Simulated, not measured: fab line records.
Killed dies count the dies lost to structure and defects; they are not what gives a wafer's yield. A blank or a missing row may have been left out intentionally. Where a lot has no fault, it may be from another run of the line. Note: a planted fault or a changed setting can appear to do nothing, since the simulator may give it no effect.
fab line records | flow n5_finfet
record: lots: 7 | wafers: 21
route steps=1938 shown BEOL_M4@1070 BEOL_M5@1157 BEOL_M8@1337
start_h: hours from the record's first day to the start of the lot's first wafer shown | wait_h: time in hours since the lot's previous step | " the same as in the row above | L1.1+2: one row covering several wafers at once | - value missing, or start not given | * or withheld: withheld | < > ~ a bound
route shown NAME@n: NAME is a module with steps in the file, n the number in the route of the first one | usual: average and standard deviation across the fault-free wafers | same: alike in all rows | chamber/n: place in a boat | sites: per-site readings | _std_site: the standard deviation of these | _edge_site: inner sites' mean taken away from outer sites' mean | radius_mm: for every site, how far away it sits from the centre of the wafer | mask NAME#n: copy n | behind: tool/chamber where the wafer was last shaped | hold: why the lot was held/for how many hours/how that ended | device: which transistor (n, p or np) failed to switch | end of line: the tests these same wafers got at the end of their route | a step without rows: its recipe alone | killed: count of dies lost to structure and defects at first sort (not the wafer's yield) | map: a wafer's dies, x killed, . not, _ none there
set.NAME: the setting that was run; set.NAME@STEP: the one run at that earlier step | model.NAME: the simulator's own value behind a step, which no gauge read
lots whose settings were changed on purpose; a table a step, a row a wafer
== steps ==
step: N5_BEOL_M4_TRENCH_ETCH_37
recipe: chemistry: C4F6/O2 | target_depth_a: 555.55 | target: SiOC | time_s: 29.2 | ion_energy_ev: 250 | pressure_mtorr: 30 | source_w: 355 | bias_w: 185 | Ar_flow_sccm: 300 | C4F6_flow_sccm: 10 | O2_flow_sccm: 10
lot.wafer | tool        | chamber | start_h | wait_h | set.time_s | model.BEOL_M4.feature_depth_nm | model.etch.depth_nm
L075.1    | rie_diel-05 | 0       | -       | -      | 29.2       | 55.6                           | 55.52
L075.5    | "           | 3       | "       | "      | 29.2       | 54                             | 54.02
L075.6    | "           | 2       | "       | "      | 29.2       | 56                             | 55.91
L076.1    | rie_diel-02 | 0       | -       | -      | 29.2       | 57.6                           | 57.62
L076.3    | "           | 3       | "       | "      | 29.2       | 56.6                           | 56.66
L076.6    | "           | 2       | "       | "      | 25.29      | 48.8                           | 48.74
L078.4    | rie_diel-06 | 2       | -       | -      | 29.2       | 55.4                           | 55.41
L078.5    | "           | 0       | "       | "      | 31.87      | 61.2                           | 61.15
L078.6    | "           | 1       | "       | "      | 29.2       | 56                             | 55.99
L081.2    | rie_diel-05 | 2       | -       | -      | 29.2       | 54.8                           | 54.9
L081.4    | "           | 3       | "       | "      | 29.2       | 53.6                           | 53.51
L081.5    | "           | 3       | "       | "      | 29.2       | 54                             | 53.96
L085.1    | rie_diel-02 | 2       | -       | -      | 29.2       | 54.6                           | 54.52
L085.3    | "           | 3       | "       | "      | 34.33      | 63.8                           | 63.84
L085.5    | "           | 3       | "       | "      | 29.2       | 54.4                           | 54.34
L090.1    | rie_diel-05 | 3       | -       | -      | 29.2       | 53.8                           | 53.87
L090.4    | "           | 2       | "       | "      | 29.2       | 55                             | 55.1
L090.5    | "           | 0       | "       | "      | 29.2       | 55.4                           | 55.49
L095.1    | rie_diel-05 | 1       | -       | -      | 29.2       | 57                             | 57.03
L095.2    | "           | 2       | "       | "      | 29.2       | 55                             | 55.01
L095.3    | "           | 0       | "       | "      | 29.2       | 55                             | 55.08
step: N5_BEOL_M4_ETCH_41
recipe: chemistry: CH3F/O2 | target: SiCN | target_depth_a: 299 | taper_deg: 2 | time_s: 52.5 | ion_energy_ev: 120 | mask_material: TiN | pressure_mtorr: 30 | source_w: 395 | bias_w: 75 | Ar_flow_sccm: 150 | CH3F_flow_sccm: 30 | O2_flow_sccm: 20
step: N5_BEOL_M4_STRIP_97
recipe: chemistry: N2/H2 | time_s: 10 | power_w: 450 | temp_c: 40 | pressure_mtorr: 20 | rf_frequency_hz: 6e+07 | bias_power_w: 7 | n2_flow_sccm: 200 | h2_flow_sccm: 200
step: N5_BEOL_M4_OCD_MEAS_38
usual: trench_depth_nm: 55.3/1.1
lot.wafer | tool   | chamber | start_h | wait_h | set.time_s@BEOL_M4_TRENCH_ETCH_37 | trench_depth_nm
L075.1    | ocd-02 | -       | 171.16  | -      | 29.2                              | 56.1
L075.5    | "      | -       | "       | "      | 29.2                              | 53.8
L075.6    | "      | -       | "       | "      | 29.2                              | 55.9
L076.1    | ocd-01 | -       | 172.12  | -      | 29.2                              | 57.6
L076.3    | "      | -       | "       | "      | 29.2                              | 57.0
L076.6    | "      | -       | "       | "      | 25.29                             | 48.5
L078.4    | ocd-01 | -       | 188.96  | -      | 29.2                              | 55.9
L078.5    | "      | -       | "       | "      | 31.87                             | 61.7
L078.6    | "      | -       | "       | "      | 29.2                              | 55.8
L081.2    | ocd-01 | -       | 204.24  | -      | 29.2                              | 54.7
L081.4    | "      | -       | "       | "      | 29.2                              | 52.8
L081.5    | "      | -       | "       | "      | 29.2                              | 53.8
L085.1    | ocd-02 | -       | 228.17  | -      | 29.2                              | 54.3
L085.3    | "      | -       | "       | "      | 34.33                             | 63.4
L085.5    | "      | -       | "       | "      | 29.2                              | 54.3
L090.1    | ocd-01 | -       | 252.35  | -      | 29.2                              | 53.6
L090.4    | "      | -       | "       | "      | 29.2                              | 54.7
L090.5    | "      | -       | "       | "      | 29.2                              | 54.9
L095.1    | ocd-02 | -       | 290.30  | -      | 29.2                              | 56.6
L095.2    | "      | -       | "       | "      | 29.2                              | 54.9
L095.3    | "      | -       | "       | "      | 29.2                              | 55.4
step: N5_BEOL_M4_HM_STRIP_39
recipe: chemistry: peroxide_tin_strip | material: TiN | target_depth_a: 250 | temp_c: 50 | time_s: 158
step: N5_BEOL_M4_SRD_40
recipe: time_s: 30 | temp_c: 23 | rinse_liquid: diw | dry: ipa_marangoni
step: N5_BEOL_M4_ECD_50
recipe: material: Cu | target_thk_a: 3000
step: N5_BEOL_M4_ANNEAL_51
recipe: temp_c: 225 | time_s: 90 | ambient: N2
step: N5_BEOL_M4_CMP_52
recipe: stop_on: SiOC | t_overpolish_s: 6.8 | down_force_psi: 1 | platen_rpm: 50 | clearing_platen_down_force_psi: 1.5 | clearing_platen_rpm: 50 | post_cmp_clean: cu_alkaline | target_thk_nm: 40 | clearing_platen_pad_velocity_m_s: 0.99484 | pad_velocity_m_s: 0.99484
lot.wafer | tool   | chamber | start_h | wait_h | set.time_s@BEOL_M4_TRENCH_ETCH_37 | model.Cu_of_BEOL_M4_ECD_50.thk_nm
L075.1    | cmp-03 | 0       | 174.72  | 0.4    | 29.2                              | 39.8
L075.6    | "      | 1       | "       | "      | 29.2                              | 41.4
L075.5    | "      | 2       | "       | "      | 29.2                              | 38.4
L076.3    | cmp-03 | 2       | 177.34  | 0.2    | 29.2                              | 42
L076.1    | "      | 0       | "       | "      | 29.2                              | 42.2
L076.6    | "      | 1       | "       | "      | 25.29                             | 34.2
L078.4    | cmp-02 | 3       | 192.74  | 0.1    | 29.2                              | 40.6
L078.5    | "      | 3       | "       | "      | 31.87                             | 46
L078.6    | "      | 0       | "       | "      | 29.2                              | 40.8
L081.4    | cmp-02 | 0       | 208.29  | 0.2    | 29.2                              | 38.6
L081.2    | "      | 1       | "       | "      | 29.2                              | 38
L081.5    | "      | 3       | "       | "      | 29.2                              | 38.2
L085.3    | cmp-03 | 1       | 231.92  | 0.2    | 34.33                             | 48.8
L085.1    | "      | 0       | "       | "      | 29.2                              | 38.4
L085.5    | "      | 1       | "       | "      | 29.2                              | 39.6
L090.4    | cmp-03 | 1       | 257.32  | 0.2    | 29.2                              | 40.2
L090.1    | "      | 3       | "       | "      | 29.2                              | 39.2
L090.5    | "      | 0       | "       | "      | 29.2                              | 38.4
L095.2    | cmp-03 | 1       | 294.09  | 0.2    | 29.2                              | 38.4
L095.3    | "      | 2       | "       | "      | 29.2                              | 38
L095.1    | "      | 3       | "       | "      | 29.2                              | 41.2
step: N5_BEOL_M4_THK_MEAS_53
recipe: thk_meas_gauge: xrf | reads: Cu_of_BEOL_M4_ECD_50
usual: M4_THK: 39.6/1.6
lot.wafer | tool          | chamber | start_h | wait_h | set.time_s@BEOL_M4_TRENCH_ETCH_37 | M4_THK[nm]
L075.1    | film_metro-01 | -       | 174.90  | -      | 29.2                              | 39.4
L075.5    | "             | -       | "       | "      | 29.2                              | 37.9
L075.6    | "             | -       | "       | "      | 29.2                              | 41.0
L076.1    | film_metro-02 | -       | 177.60  | -      | 29.2                              | 42.2
L076.3    | "             | -       | "       | "      | 29.2                              | 42.0
L076.6    | "             | -       | "       | "      | 25.29                             | 34.1
L078.4    | film_metro-01 | -       | 193.03  | -      | 29.2                              | 40.2
L078.5    | "             | -       | "       | "      | 31.87                             | 45.5
L078.6    | "             | -       | "       | "      | 29.2                              | 40.5
L081.2    | film_metro-01 | -       | 208.51  | -      | 29.2                              | 37.3
L081.4    | "             | -       | "       | "      | 29.2                              | 38.0
L081.5    | "             | -       | "       | "      | 29.2                              | 37.6
L085.1    | film_metro-01 | -       | 232.22  | -      | 29.2                              | 38.5
L085.3    | "             | -       | "       | "      | 34.33                             | 48.9
L085.5    | "             | -       | "       | "      | 29.2                              | 39.7
L090.1    | film_metro-01 | -       | 257.57  | -      | 29.2                              | 38.8
L090.4    | "             | -       | "       | "      | 29.2                              | 39.6
L090.5    | "             | -       | "       | "      | 29.2                              | 38.0
L095.1    | film_metro-01 | -       | 294.35  | -      | 29.2                              | 40.5
L095.2    | "             | -       | "       | "      | 29.2                              | 38.0
L095.3    | "             | -       | "       | "      | 29.2                              | 37.5
step: N5_BEOL_M4_PRE_CLEAN_60
recipe: gas: NH3/H2 | time_s: 15 | temp_c: * | rf_power_w: 300
step: N5_BEOL_M4_CO_CAP_55
recipe: material: Co | target_thk_a: 20 | temp_c: 200 | precursor: CCTBA/H2 | pressure_torr: 30 | time_s: 102.1
step: N5_BEOL_M4_PRE_CLEAN_56
recipe: gas: NH3 | time_s: 15 | temp_c: withheld | rf_power_w: 300
step: N5_BEOL_M4_DEP_57
recipe: material: SiCN | target_thk_a: 80 | temp_c: withheld | precursor: 3MS/NH3 | pressure_torr: 3 | rf_w: 202 | time_s: 14
step: N5_BEOL_M4_RS_MEAS_58
recipe: thk_meas_gauge: four-point-probe | reads: Co_of_BEOL_M4_CO_CAP_55+Cu_of_BEOL_M4_ECD_50+Co_of_BEOL_M4_CVD_47+TaN_of_BEOL_M4_ALD_84
usual: M4_RS: 0.68/0.033
lot.wafer | tool          | chamber | start_h | wait_h | set.time_s@BEOL_M4_TRENCH_ETCH_37 | M4_RS[ohm/sq]
L075.1    | film_metro-02 | -       | 175.16  | 0.0    | 29.2                              | 0.67
L075.5    | "             | -       | "       | "      | 29.2                              | 0.71
L075.6    | "             | -       | "       | "      | 29.2                              | 0.64
L076.1    | film_metro-01 | -       | 177.86  | 0.0    | 29.2                              | 0.62
L076.3    | "             | -       | "       | "      | 29.2                              | 0.63
L076.6    | "             | -       | "       | "      | 25.29                             | 0.82
L078.4    | film_metro-01 | -       | 193.29  | 0.0    | 29.2                              | 0.65
L078.5    | "             | -       | "       | "      | 31.87                             | 0.56
L078.6    | "             | -       | "       | "      | 29.2                              | 0.65
L081.2    | film_metro-02 | -       | 208.77  | 0.1    | 29.2                              | 0.71
L081.4    | "             | -       | "       | "      | 29.2                              | 0.70
L081.5    | "             | -       | "       | "      | 29.2                              | 0.71
L085.1    | film_metro-01 | -       | 232.72  | 0.0    | 29.2                              | 0.70
L085.3    | "             | -       | "       | "      | 34.33                             | 0.52
L085.5    | "             | -       | "       | "      | 29.2                              | 0.67
L090.1    | film_metro-02 | -       | 257.83  | 0.0    | 29.2                              | 0.68
L090.4    | "             | -       | "       | "      | 29.2                              | 0.67
L090.5    | "             | -       | "       | "      | 29.2                              | 0.70
L095.1    | film_metro-01 | -       | 294.61  | 0.0    | 29.2                              | 0.64
L095.2    | "             | -       | "       | "      | 29.2                              | 0.71
L095.3    | "             | -       | "       | "      | 29.2                              | 0.71
step: N5_BEOL_M5_VIA_ETCH_34
recipe: chemistry: C4F6/O2 | target: SiCOH_lowk | target_depth_a: 883 | mask_material: SOC | taper_deg: 4 | time_s: 39.2 | ion_energy_ev: 250 | pressure_mtorr: 30 | source_w: 345 | bias_w: 185 | Ar_flow_sccm: 300 | C4F6_flow_sccm: 10 | O2_flow_sccm: 10
usual: rf_vpp_V: 672/15
lot.wafer | tool        | chamber | start_h | wait_h | set.source_w | rf_vpp_V
L075.1    | rie_diel-04 | 1       | 181.54  | 0.0    | 345          | 684
L075.5    | "           | 3       | "       | "      | 345          | 678
L075.6    | "           | 2       | "       | "      | 345          | 701
L076.1    | rie_diel-01 | 0       | 183.57  | 0.0    | 345          | 654
L076.3    | "           | 3       | "       | "      | 345          | 673
L076.6    | "           | 3       | "       | "      | 389.6        | 632
L078.4    | rie_diel-01 | 2       | 197.11  | 0.0    | 345          | 661
L078.5    | "           | 1       | "       | "      | 391.6        | 607
L078.6    | "           | 0       | "       | "      | 391.6        | 613
L081.2    | rie_diel-03 | 0       | 213.37  | 0.0    | 345          | 673
L081.4    | "           | 2       | "       | "      | 345          | 682
L081.5    | "           | 2       | "       | "      | 345          | 681
L085.1    | rie_diel-04 | 1       | 238.26  | 0.0    | 312.4        | 718
L085.3    | "           | 2       | "       | "      | 312.4        | 737
L085.5    | "           | 1       | "       | "      | 345          | 682
L090.1    | rie_diel-01 | 2       | 264.48  | 0.0    | 393.1        | 619
L090.4    | "           | 3       | "       | "      | 345          | 674
L090.5    | "           | 3       | "       | "      | 393.1        | 629
L095.1    | rie_diel-03 | 0       | 300.21  | 0.0    | 345          | 671
L095.2    | "           | 3       | "       | "      | 345          | 684
L095.3    | "           | 2       | "       | "      | 311.7        | 730
step: N5_BEOL_M5_TRENCH_ETCH_37
recipe: chemistry: C4F6/O2 | target_depth_a: 716.52 | target: SiCOH_lowk | time_s: 24.7 | ion_energy_ev: 250 | pressure_mtorr: 30 | source_w: 345 | bias_w: 185 | Ar_flow_sccm: 300 | C4F6_flow_sccm: 10 | O2_flow_sccm: 10
usual: rf_vpp_V: 672/15
lot.wafer | tool        | chamber | start_h | wait_h | set.source_w | rf_vpp_V
L075.1    | rie_diel-04 | 1       | -       | -      | 345          | 682
L075.5    | "           | 3       | "       | "      | 345          | 679
L075.6    | "           | 2       | "       | "      | 345          | 701
L076.1    | rie_diel-01 | 0       | -       | -      | 345          | 656
L076.3    | "           | 3       | "       | "      | 345          | 673
L076.6    | "           | 3       | "       | "      | 345          | 675
L078.4    | rie_diel-01 | 2       | -       | -      | 345          | 663
L078.5    | "           | 1       | "       | "      | 345          | 648
L078.6    | "           | 0       | "       | "      | 376.2        | 627
L081.2    | rie_diel-03 | 0       | -       | -      | 345          | 671
L081.4    | "           | 2       | "       | "      | 345          | 681
L081.5    | "           | 2       | "       | "      | 345          | 681
L085.1    | rie_diel-04 | 1       | -       | -      | 345          | 683
L085.3    | "           | 2       | "       | "      | 345          | 701
L085.5    | "           | 1       | "       | "      | 403          | 630
L090.1    | rie_diel-01 | 2       | -       | -      | 380.9        | 629
L090.4    | "           | 3       | "       | "      | 380.9        | 639
L090.5    | "           | 3       | "       | "      | 345          | 675
L095.1    | rie_diel-03 | 0       | -       | -      | 345          | 671
L095.2    | "           | 3       | "       | "      | 318.2        | 713
L095.3    | "           | 2       | "       | "      | 318.2        | 721
step: N5_BEOL_M8_COAT_59
recipe: resist: SOC | temp_c: 250 | time_s: 60 | spin_rpm: 1500 | resist_thk_nm: 100
lot.wafer  | tool           | chamber | start_h | wait_h | set.spin_rpm | model.SOC_of_BEOL_M8_COAT_59.thk_nm
L075.1+5   | litho_track-01 | 0       | 204.49  | 0.1    | 1500         | 100
L075.6     | "              | 0       | "       | "      | 1603         | 96.6
L076.1     | litho_track-05 | 0       | 211.45  | 0.1    | 1500         | 100
L076.3     | "              | 0       | "       | "      | 1500         | 99.8
L076.6     | "              | 0       | "       | "      | 1397         | 103.8
L078.4+6   | litho_track-01 | 0       | 220.39  | 0.1    | 1500         | 100.2
L078.5     | "              | 0       | "       | "      | 1500         | 100
L081.2+4+5 | litho_track-02 | 0       | 238.33  | 0.1    | 1500         | 100
L085.1     | litho_track-05 | 0       | 265.55  | 0.1    | 1625         | 96.4
L085.3     | "              | 0       | "       | "      | 1625         | 96.2
L085.5     | "              | 0       | "       | "      | 1500         | 100.2
L090.1     | litho_track-02 | 0       | 296.62  | 0.1    | 1586         | 97.6
L090.4     | "              | 0       | "       | "      | 1500         | 100.2
L090.5     | "              | 0       | "       | "      | 1500         | 100
L095.1+2   | litho_track-01 | 0       | 329.51  | 0.1    | 1372         | 104.6
L095.3     | "              | 0       | "       | "      | 1500         | 100.2
step: N5_BEOL_M8_COAT_05
recipe: resist: CAR-ArF | spin_rpm: 1500 | resist_thk_nm: 90
lot.wafer | tool           | chamber | start_h | wait_h | set.spin_rpm | model.CAR-ArF_of_BEOL_M8_COAT_05.thk_nm
L075.1    | litho_track-01 | 0       | -       | -      | 1500         | 89.8
L075.5    | "              | 0       | "       | "      | 1500         | 90
L075.6    | "              | 0       | "       | "      | 1443         | 91.8
L076.1    | litho_track-05 | 0       | -       | -      | 1628         | 86.2
L076.3    | "              | 0       | "       | "      | 1500         | 89.8
L076.6    | "              | 0       | "       | "      | 1500         | 89.6
L078.4    | litho_track-01 | 0       | -       | -      | 1500         | 90.4
L078.5    | "              | 0       | "       | "      | 1500         | 90.2
L078.6    | "              | 0       | "       | "      | 1556         | 88.6
L081.2+5  | litho_track-02 | 0       | -       | -      | 1500         | 89.8
L081.4    | "              | 0       | "       | "      | 1500         | 90
L085.1    | litho_track-05 | 0       | -       | -      | 1558         | 88.8
L085.3    | "              | 0       | "       | "      | 1500         | 90.4
L085.5    | "              | 0       | "       | "      | 1558         | 88.6
L090.1+5  | litho_track-02 | 0       | -       | -      | 1500         | 89.8
L090.4    | "              | 0       | "       | "      | 1500         | 90
L095.1    | litho_track-01 | 0       | -       | -      | 1500         | 89.6
L095.2    | "              | 0       | "       | "      | 1451         | 91.4
L095.3    | "              | 0       | "       | "      | 1451         | 91
step: N5_BEOL_M8_EBR_07
recipe: solvent: PGMEA | ebr_width_mm: 1.5
step: N5_BEOL_M8_SOFTBAKE_06
recipe: temp_c: 110 | time_s: 60 | resist: CAR-ArF
step: N5_BEOL_M8_EXPOSE_08
recipe: mask_id: M8 | na: 1.35 | source_shape: dipole | sigma_inner: 0.817 | sigma_outer: 0.97 | polarization: te | dose_mj: 68.25
step: N5_BEOL_M8_PEB_09
recipe: peb_temp_c: withheld | peb_time_s: 60 | resist: CAR-ArF
step: N5_BEOL_M8_DEVELOP_10
recipe: develop_time_s: 30 | developer: TMAH | resist: CAR-ArF | rinse_liquid: diw | dry: air_spin | dev_temp_c: 23
lot.wafer  | tool           | chamber | start_h | wait_h | set.spin_rpm@BEOL_M8_COAT_05 | model.CAR-ArF_of_BEOL_M8_COAT_05.thk_nm
L075.1     | litho_track-05 | 0       | -       | -      | 1500                         | 88
L075.5     | "              | 0       | "       | "      | 1500                         | 88.4
L075.6     | "              | 0       | "       | "      | 1443                         | 90.2
L076.1     | litho_track-05 | 0       | -       | -      | 1628                         | 84.6
L076.3     | "              | 0       | "       | "      | 1500                         | 88.2
L076.6     | "              | 0       | "       | "      | 1500                         | 88
L078.4     | litho_track-02 | 0       | -       | -      | 1500                         | 88.6
L078.5     | "              | 0       | "       | "      | 1500                         | 88.4
L078.6     | "              | 0       | "       | "      | 1556                         | 86.8
L081.2+4+5 | litho_track-02 | 0       | -       | -      | 1500                         | 88.2
L085.1     | litho_track-05 | 0       | -       | -      | 1558                         | 87.2
L085.3     | "              | 0       | "       | "      | 1500                         | 88.6
L085.5     | "              | 0       | "       | "      | 1558                         | 87
L090.1+5   | litho_track-05 | 0       | -       | -      | 1500                         | 88
L090.4     | "              | 0       | "       | "      | 1500                         | 88.2
L095.1     | litho_track-05 | 0       | -       | -      | 1500                         | 88
L095.2     | "              | 0       | "       | "      | 1451                         | 89.6
L095.3     | "              | 0       | "       | "      | 1451                         | 89.4
step: N5_BEOL_M8_DESCUM_16
recipe: chemistry: O2 | time_s: 7.9 | source_power_w: 50 | bias_power_w: 20 | pressure_mtorr: 20 | rf_frequency_hz: 2.712e+07 | temp_c: 40 | resist: CAR-ArF | o2_flow_sccm: 225
lot.wafer  | tool        | chamber | start_h | wait_h | set.spin_rpm@BEOL_M8_COAT_05 | model.CAR-ArF_of_BEOL_M8_COAT_05.thk_nm
L075.1     | rie_diel-05 | 2       | 204.84  | 0.1    | 1500                         | 83.2
L075.5     | "           | 1       | "       | "      | 1500                         | 83.4
L075.6     | "           | 2       | "       | "      | 1443                         | 85.4
L076.1     | rie_diel-06 | 3       | 211.91  | 0.0    | 1628                         | 79.6
L076.3+6   | "           | 0,1     | "       | "      | 1500                         | 83.2
L078.4     | rie_diel-02 | 3       | 220.87  | 0.1    | 1500                         | 83.8
L078.5     | "           | 1       | "       | "      | 1500                         | 83.6
L078.6     | "           | 0       | "       | "      | 1556                         | 82
L081.2+4+5 | rie_diel-05 | 3,2,3   | 239.17  | 0.4    | 1500                         | 83.4
L085.1     | rie_diel-06 | 0       | 266.23  | 0.4    | 1558                         | 82.2
L085.3     | "           | 2       | "       | "      | 1500                         | 83.8
L085.5     | "           | 2       | "       | "      | 1558                         | 82
L090.1     | rie_diel-05 | 0       | 297.08  | 0.0    | 1500                         | 83.2
L090.4+5   | "           | 2,3     | "       | "      | 1500                         | 83.4
L095.1     | rie_diel-05 | 3       | 329.88  | 0.0    | 1500                         | 83.2
L095.2     | "           | 1       | "       | "      | 1451                         | 84.8
L095.3     | "           | 0       | "       | "      | 1451                         | 84.6
step: N5_BEOL_M8_ETCH_61
recipe: chemistry: CF4 | target: SiARC | target_depth_a: 455 | mask_material: CAR-ArF | time_s: 75.8 | ion_energy_ev: 80 | pressure_mtorr: 40 | source_w: 545 | bias_w: 36 | Ar_flow_sccm: 100 | cf4_flow_sccm: 100 | ends: cleared
step: N5_BEOL_M8_ETCH_62
recipe: chemistry: N2/H2 | target: SOC | target_depth_a: 1100 | overetch_a: 220 | mask_material: SiARC | temp_c: 40 | time_s: 165 | ion_energy_ev: 200 | pressure_mtorr: 30 | source_w: 840 | bias_w: 150 | n2_flow_sccm: 200 | h2_flow_sccm: 200
lot.wafer | tool        | chamber | start_h | wait_h | set.spin_rpm@BEOL_M8_COAT_59 | model.etch.depth_nm
L075.1    | rie_diel-05 | 2       | 204.93  | 0.0    | 1500                         | 99.97
L075.5    | "           | 1       | "       | "      | 1500                         | 99.95
L075.6    | "           | 2       | "       | "      | 1603                         | 96.53
L076.1    | rie_diel-06 | 3       | 212.00  | 0.0    | 1500                         | 100
L076.3    | "           | 0       | "       | "      | 1500                         | 99.79
L076.6    | "           | 1       | "       | "      | 1397                         | 103.7
L078.4    | rie_diel-02 | 3       | 220.96  | 0.0    | 1500                         | 100.3
L078.5    | "           | 1       | "       | "      | 1500                         | 100
L078.6    | "           | 0       | "       | "      | 1500                         | 100.2
L081.2+4  | rie_diel-05 | 3,2     | 239.27  | 0.0    | 1500                         | 100.1
L081.5    | "           | 3       | "       | "      | 1500                         | 100
L085.1    | rie_diel-06 | 0       | 266.32  | 0.0    | 1625                         | 96.34
L085.3    | "           | 2       | "       | "      | 1625                         | 96.23
L085.5    | "           | 2       | "       | "      | 1500                         | 100.1
L090.1    | rie_diel-05 | 0       | 297.17  | 0.0    | 1586                         | 97.51
L090.4    | "           | 2       | "       | "      | 1500                         | 100.2
L090.5    | "           | 3       | "       | "      | 1500                         | 99.93
L095.1    | rie_diel-05 | 3       | 329.97  | 0.0    | 1372                         | 104.5
L095.2    | "           | 1       | "       | "      | 1372                         | 104.6
L095.3    | "           | 0       | "       | "      | 1500                         | 100.1
step: N5_BEOL_M8_STRIP_68
recipe: chemistry: N2/H2 | temp_c: 40 | n2_flow_sccm: 200 | h2_flow_sccm: 200 | rf_frequency_hz: 6e+07
step: N5_BEOL_M8_STRIP_67
recipe: chemistry: CF4 | resist: SiARC | power_w: 300 | bias_power_w: 75 | pressure_mtorr: 50 | cf4_flow_sccm: 150 | rf_frequency_hz: 6e+07
step: N5_BEOL_M8_HM_OPEN_17
recipe: chemistry: Cl2/BCl3 | target_depth_a: 200 | overetch_a: 60 | target: TiN | mask_material: SOC | ion_energy_ev: 150 | pressure_mtorr: 10 | icp_w: 1000 | bias_w: 126 | Cl2_flow_sccm: 53.25 | bcl3_flow_sccm: 21.75 | Ar_flow_sccm: 25
lot.wafer  | tool         | chamber | start_h | wait_h | set.spin_rpm@BEOL_M8_COAT_59 | model.SOC_of_BEOL_M8_COAT_59.thk_nm
L075.1     | rie_metal-01 | 0       | 205.12  | 0.0    | 1500                         | 92
L075.5     | "            | 1       | "       | "      | 1500                         | 92.2
L075.6     | "            | 0       | "       | "      | 1603                         | 88.6
L076.1+3   | rie_metal-03 | 1,0     | 212.19  | 0.0    | 1500                         | 92
L076.6     | "            | 1       | "       | "      | 1397                         | 95.6
L078.4+6   | rie_metal-01 | 0,1     | 221.18  | 0.1    | 1500                         | 92.4
L078.5     | "            | 0       | "       | "      | 1500                         | 92
L081.2+4+5 | rie_metal-01 | 1       | 239.48  | 0.1    | 1500                         | 92.2
L085.1     | rie_metal-02 | 1       | 266.51  | 0.0    | 1625                         | 88.8
L085.3     | "            | 0       | "       | "      | 1625                         | 88.2
L085.5     | "            | 1       | "       | "      | 1500                         | 92.6
L090.1     | rie_metal-02 | 0       | 297.36  | 0.0    | 1586                         | 89.6
L090.4     | "            | 1       | "       | "      | 1500                         | 92.6
L090.5     | "            | 1       | "       | "      | 1500                         | 92.4
L095.1     | rie_metal-03 | 0       | 330.16  | 0.0    | 1372                         | 96.8
L095.2     | "            | 1       | "       | "      | 1372                         | 96.6
L095.3     | "            | 0       | "       | "      | 1500                         | 92.4
== key ==
split: step: N5_BEOL_M4_TRENCH_ETCH_37 | setting: time_s | stated: 29.2 | by: wafer
response: step: N5_BEOL_M4_TRENCH_ETCH_37 | reading: model.BEOL_M4.feature_depth_nm | change: +0.568 | per: 1% | r: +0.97
response: step: N5_BEOL_M4_TRENCH_ETCH_37 | reading: model.etch.depth_nm | change: +0.573 | per: 1% | r: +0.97
response: step: N5_BEOL_M4_OCD_MEAS_38 | reading: trench_depth_nm | change: +0.578 | per: 1% | r: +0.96
response: step: N5_BEOL_M4_CMP_52 | reading: model.Cu_of_BEOL_M4_ECD_50.thk_nm | change: +0.571 | per: 1% | r: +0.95
response: step: N5_BEOL_M4_THK_MEAS_53 | reading: M4_THK | change: +0.57 | per: 1% | r: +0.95
response: step: N5_BEOL_M4_RS_MEAS_58 | reading: M4_RS | change: -0.0112 | per: 1% | r: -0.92
split: step: N5_BEOL_M5_VIA_ETCH_34 | setting: source_w | stated: 345 | by: wafer
response: step: N5_BEOL_M5_VIA_ETCH_34 | reading: rf_vpp_V | change: -3.75 | per: 1% | r: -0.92
split: step: N5_BEOL_M5_TRENCH_ETCH_37 | setting: source_w | stated: 345 | by: wafer
response: step: N5_BEOL_M5_TRENCH_ETCH_37 | reading: rf_vpp_V | change: -3.9 | per: 1% | r: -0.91
split: step: N5_BEOL_M8_COAT_59 | setting: spin_rpm | stated: 1500 | by: wafer
response: step: N5_BEOL_M8_COAT_59 | reading: model.SOC_of_BEOL_M8_COAT_59.thk_nm | change: -0.499 | per: 1% | r: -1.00
response: step: N5_BEOL_M8_ETCH_62 | reading: model.etch.depth_nm | change: -0.499 | per: 1% | r: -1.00
response: step: N5_BEOL_M8_HM_OPEN_17 | reading: model.SOC_of_BEOL_M8_COAT_59.thk_nm | change: -0.506 | per: 1% | r: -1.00
split: step: N5_BEOL_M8_COAT_05 | setting: spin_rpm | stated: 1500 | by: wafer
response: step: N5_BEOL_M8_COAT_05 | reading: model.CAR-ArF_of_BEOL_M8_COAT_05.thk_nm | change: -0.436 | per: 1% | r: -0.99
response: step: N5_BEOL_M8_DEVELOP_10 | reading: model.CAR-ArF_of_BEOL_M8_COAT_05.thk_nm | change: -0.43 | per: 1% | r: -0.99
response: step: N5_BEOL_M8_DESCUM_16 | reading: model.CAR-ArF_of_BEOL_M8_COAT_05.thk_nm | change: -0.446 | per: 1% | r: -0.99
